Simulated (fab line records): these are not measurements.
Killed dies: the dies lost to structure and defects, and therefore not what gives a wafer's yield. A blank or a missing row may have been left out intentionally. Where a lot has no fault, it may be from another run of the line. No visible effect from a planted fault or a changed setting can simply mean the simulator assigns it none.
Comparing a struck lot with a sound one    flow n5-finfet    22 out of 1938 route steps
Sound: these wafers, L909.3, L909.4, L909.5. Struck: wafers L904.1, L904.2, L904.5. The cause comes at the end.
Per side, at each step with rows, come the tool, then ch with its chambers, and then its first start. Under that, the readings that differ: sound wafers    struck wafers    difference of the means    sigmas: that difference in standard deviations of wafers without a fault.
alike: same words and numbers on both sides, and readings whose means sit less than 2 such deviations apart. not compared: any withheld reading, any reading some wafer has no value for, any bound like >300 that may hide the same value, and any number with overlapping values for which the record gives no deviation.
Wherever a step has rows on one side only, a row that says differs or no value, or a row with sigmas, the two part there. When numbers do not overlap yet have no deviation, they are printed without sigmas and do not part them. A reading missing from all wafers of one side parts the sides only when that side holds two or more wafers.

first, 8 steps without rows for these wafers: N5_BEOL_M11_DEVELOP_10 (develop time 30 s); N5_BEOL_M11_DESCUM_16 (chemistry O2, time 7.9 s); N5_BEOL_M11_ETCH_61 (etches SiARC in CF4, target depth 39 nm, time 65 s); N5_BEOL_M11_ETCH_62 (etches SOC in N2/H2, target depth 110 nm, overetch 22 nm, time 165 s); N5_BEOL_M11_STRIP_68 (strips in N2/H2); N5_BEOL_M11_STRIP_67 (strips in CF4); N5_BEOL_M11_HM_OPEN_17 (chemistry Cl2/BCl3, target TiN, target depth 20 nm, overetch 6 nm); N5_BEOL_M11_STRIP_19 (strips in O2).
N5_BEOL_M11_COAT_63: time 60 s, resist thk 100 nm.
  sound on litho-track-02 ch 0, day 18 14:26; struck on litho-track-02 ch 0, day 15 09:35
reading                                    sound                 struck                difference  sigmas
spin-speed-rpm (rpm)                       1498.6 1499.8 1497.5  1453.5 1455.2 1454.2  -44.3       -44
model.SOC_of_BEOL_M11_COAT_63.thk-nm (nm)  100.2 100.2 100.6     101.8 102.4 102.4     +1.9        
then, 9 steps without rows for these wafers: N5_BEOL_M11_COAT_64 (time 60 s, resist thk 30 nm); N5_BEOL_M11_COAT_22 (resist thk 90 nm); N5_BEOL_M11_EBR_24; N5_BEOL_M11_SOFTBAKE_23 (time 60 s); N5_BEOL_M11_EXPOSE_25 (exposes mask V10); N5_BEOL_M11_PEB_26 (peb time 60 s); N5_BEOL_M11_DEVELOP_27 (develop time 30 s); N5_BEOL_M11_DESCUM_33 (chemistry O2, time 7.9 s); N5_BEOL_M11_ETCH_65 (etches SiARC in CF4, target depth 39 nm, time 65 s).
N5_BEOL_M11_ETCH_66: etches SOC in N2/H2, target depth 120 nm, overetch 24 nm, time 180 s.
  sound on rie-diel-05 ch 1,3, day 18 15:02; struck on rie-diel-06 ch 0,2,3, day 15 10:07
reading                   sound              struck             difference  sigmas
model.etch.depth-nm (nm)  100.2 100.2 100.5  101.9 102.3 102.4  +1.9        
  alike: drypump-motor-current-A, h2-flow-sccm, oes-product-au, rf-vpp-V, showerhead-plenum-p-Torr, throttle-valve-pct
  not compared: rf-hours-counter-h
then, 1 step without rows for these wafers: N5_BEOL_M11_STRIP_69 (strips in N2/H2).
N5_BEOL_M11_VIA_ETCH_34: etches SiCOH lowk in C4F6/O2, target depth 184.5 nm, time 69.2 s.
  sound on rie-diel-05 ch 1,3, day 18 15:10; struck on rie-diel-06 ch 0,2,3, day 15 10:15
reading                                    sound           struck          difference  sigmas
model.SOC_of_BEOL_M11_COAT_63.thk-nm (nm)  92.4 92.2 92.6  93.4 94.6 94.4  +1.7        
  alike: drypump-motor-current-A, oes-product-au, rf-vpp-V, showerhead-plenum-p-Torr, throttle-valve-pct
  not compared: rf-hours-counter-h
then, 1 step without rows for these wafers: N5_BEOL_M11_STRIP_73 (strips in C4F6/O2).

== WHERE THEY PART ==
Within this record, at N5_BEOL_M11_COAT_63 only. Later steps at which nothing parts them and some readings are alike: N5_BEOL_M11_ETCH_66, N5_BEOL_M11_VIA_ETCH_34.

WHY: what had been put in by the simulator
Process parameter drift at N5_BEOL_M11_COAT_63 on litho-track-02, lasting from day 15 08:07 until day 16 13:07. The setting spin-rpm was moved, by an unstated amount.
